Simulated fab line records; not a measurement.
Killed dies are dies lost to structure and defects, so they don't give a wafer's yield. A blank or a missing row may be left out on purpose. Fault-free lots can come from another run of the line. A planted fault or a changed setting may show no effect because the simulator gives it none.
Code-filled problem report in 8D (eight disciplines) form || flow nand_harc || the parts of the form that need people (team, actions taken, sign-off) are left out

== 1. THE PROBLEM ==
Mean of thk_nm at NHARC_A_SOURCE_PLATE_THK_MEAS_06: 281.2 nm across 9 wafers in 3 lots; on wafers with no fault it is 199.4 nm (standard deviation 1.9). That puts it +43 standard deviations away from the usual mean.
The step: measures by ellipsometry.
First seen on wafer L944.2, day 13 18:32, on film_metro-02. The record holds 39 wafers of 13 lots with a number at this step. The rule behind "out" and "out of limits": a value lying over 4 standard deviations away from the usual mean. The other wafers with a number count as sound.

== 2. WHAT IT IS, AND WHAT IT ISN'T ==
{"question": "which readings at this step", "is": "thk_nm", "is not": "-"}
{"question": "which lots", "is": "L942, L943, L944", "is not": "L930, L932, L933, L934, L935, L936, L938, L939, L951, L952"}
{"question": "which wafers of those lots", "is": "all that have a number", "is not": "-"}
{"question": "read on which gauges", "is": "film_metro-01, film_metro-02", "is not": "-"}
{"question": "when", "is": "from day 13 18:32", "is not": "up to then (24 sound wafers); but 6 sound wafers of L951, L952 came after"}

== 3. WHAT RULES OUT EACH SUSPECT ==
Counting: a tool stays on the suspect list if, at a process step up to the reading, it processed all lots that are out and no sound lot following the first of them.
- the gauge at NHARC_A_SOURCE_PLATE_THK_MEAS_06 is ruled out. 2 gauges (film_metro-01, film_metro-02) read the wafers that are out.
- lpcvd_poly-04 at NHARC_A_SOURCE_PLATE_CVD_03 (deposits poly-Si, target thk 200 nm, time 4000 s): ruled out as a lasting fault. After its first lot that is out, L942 (day 13 08:05), sound lots L951 ran on it.
Left after counting: nothing in the record.

== 4. THE CAUSE (what the simulator had put in) ==
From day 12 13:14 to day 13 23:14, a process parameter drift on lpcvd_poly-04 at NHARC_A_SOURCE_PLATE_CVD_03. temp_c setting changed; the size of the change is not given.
Counting ruled it out, wrongly: the rule takes a fault to strike every lot that its tool runs from its start on, and this one did not.

== 5. THE EFFECT CHAIN, in route order ==
One row per reading whose mean, taken over the struck wafers that have a number, lies over 3 standard deviations from the usual. Only readings for which the record gives a usual standard deviation are gone through. hours: the time from each lot's start at the first step in this table that gives one to its start at this step, as a median over the lots. sigmas: the change in usual standard deviations.
{"hours": 0, "step": "NHARC_A_SOURCE_PLATE_CVD_03", "reading": "spike_tc_bottom_C", "usual": "638.6 C", "on struck wafers": 651.4, "change": "+12.8", "sigmas": "+4.4"}
{"hours": 0, "step": "NHARC_A_SOURCE_PLATE_CVD_03", "reading": "spike_tc_centre_C", "usual": "621.8 C", "on struck wafers": 636.3, "change": "+14.5", "sigmas": "+12"}
{"hours": 0, "step": "NHARC_A_SOURCE_PLATE_CVD_03", "reading": "spike_tc_lower_C", "usual": "620.9 C", "on struck wafers": 636.6, "change": "+15.7", "sigmas": "+14"}
{"hours": 0, "step": "NHARC_A_SOURCE_PLATE_CVD_03", "reading": "spike_tc_top_C", "usual": "641.1 C", "on struck wafers": 656.6, "change": "+15.5", "sigmas": "+7.0"}
{"hours": 0, "step": "NHARC_A_SOURCE_PLATE_CVD_03", "reading": "spike_tc_upper_C", "usual": "620.1 C", "on struck wafers": 634.5, "change": "+14.4", "sigmas": "+13"}
{"hours": 10, "step": "NHARC_A_SOURCE_PLATE_THK_MEAS_06", "reading": "thk_nm", "usual": "199.4 nm", "on struck wafers": 281.2, "change": "+81.8", "sigmas": "+43"}
It contains these process steps:
- NHARC_A_SOURCE_PLATE_CVD_03: deposits poly-Si, target thk 200 nm, time 4000 s.
At these later measuring or inspecting steps, every struck wafer for which the step has a row has a number for every such reading, and none has moved that far: NHARC_A_SOURCE_PLATE_INSPECT_08, NHARC_A_ONON_D1_THK_MEAS_05, NHARC_END_SORT_01.

== 6. HOW IT WOULD HAVE BEEN CAUGHT EARLIER ==
In this record the first reading out of limits at a measuring or inspecting step was taken at day 13 18:32, 29 hours after the fault began at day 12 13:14.
At NHARC_A_SOURCE_PLATE_CVD_03, the tool's own readings (spike_tc_centre_C, spike_tc_lower_C, spike_tc_top_C, spike_tc_upper_C) were out on each struck wafer the step has a row for, so an alarm limit on them would have fired on the first such wafer.
